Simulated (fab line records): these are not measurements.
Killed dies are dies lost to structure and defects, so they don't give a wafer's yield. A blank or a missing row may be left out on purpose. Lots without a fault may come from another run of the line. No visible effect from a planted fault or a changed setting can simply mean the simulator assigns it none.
Matching of chambers | flow n5_finfet | rie_diel-05 running N5_BEOL_M7_VIA_ETCH_34: 4 sister chambers
The step etches SiCOH lowk in C4F6/O2, target depth 125.5 nm, time 50.5 s. 16 wafers are shown with their chamber, then 8 later ones without.

## WAFERS PAIRED WITH THEIR CHAMBERS
wafer  | chamber | throttle_valve_pct (%) | oes_product_au (a.u.) | rf_vpp_V (V)
L075.3 | 1       | 20.69                  | 0.75                  | 685
L075.4 | 2       | 21.23                  | 0.70                  | 662
L075.6 | 0       | 21.16                  | 0.94                  | 666
L076.1 | 3       | 21.22                  | 0.81                  | 680
L076.2 | 0       | 21.17                  | 0.93                  | 664
L076.6 | 0       | 21.17                  | 0.92                  | 667
L077.3 | 2       | 21.22                  | 0.70                  | 661
L077.4 | 0       | 21.16                  | 0.92                  | 664
L077.5 | 0       | 21.15                  | 0.93                  | 665
L078.1 | 3       | 21.22                  | 0.80                  | 681
L078.2 | 2       | 21.22                  | 0.70                  | 661
L078.4 | 1       | 20.69                  | 0.74                  | 685
L081.1 | 0       | 21.17                  | 0.92                  | 665
L081.4 | 2       | 21.24                  | 0.70                  | 660
L081.6 | 1       | 20.71                  | 0.74                  | 685
L085.3 | 1       | 20.72                  | 0.74                  | 685

SIGNATURES (means of the wafers above)
reading            | chamber 0 | chamber 1 | chamber 2 | chamber 3 | scatter within a chamber
throttle_valve_pct | 21.1633   | 20.7025   | 21.2275   | 21.2200   | 0.0103
oes_product_au     | 0.9267    | 0.7425    | 0.7000    | 0.8050    | 0.00618
rf_vpp_V           | 665.17    | 685.00    | 661.00    | 680.50    | 0.882
Rule: a wafer's distance from a chamber is the root of the sum, over the readings, of the square of ((its reading less the chamber's mean) divided by the reading's scatter). The wafer belongs to the nearest chamber; if the next one is less than 2 further off, it can't be placed. The scatter: the root of (the sum of the squares of (reading less its chamber's mean) over the shown wafers, divided by (wafers less chambers)).

## WAFERS WITHOUT THEIR CHAMBER
wafer  | throttle_valve_pct (%) | oes_product_au (a.u.) | rf_vpp_V (V)
L085.4 | 21.25                  | 0.69                  | 662
L085.5 | 21.26                  | 0.80                  | 681
L088.1 | 21.25                  | 0.68                  | 662
L088.3 | 20.73                  | 0.74                  | 684
L088.4 | 21.26                  | 0.79                  | 680
L090.1 | 21.19                  | 0.91                  | 664
L090.2 | 21.25                  | 0.79                  | 681
L090.4 | 20.71                  | 0.73                  | 684

## THE CHAMBER EACH PASSED THROUGH
wafer  | from the rows above | in truth
L085.4 | 2                   | 2
L085.5 | 3                   | 3
L088.1 | 2                   | 2
L088.3 | 1                   | 1
L088.4 | 3                   | 3
L090.1 | 0                   | 0
L090.2 | 3                   | 3
L090.4 | 1                   | 1
Correctly placed: 8 of 8. Number that these rows cannot place: 0. Wrongly placed: 0.
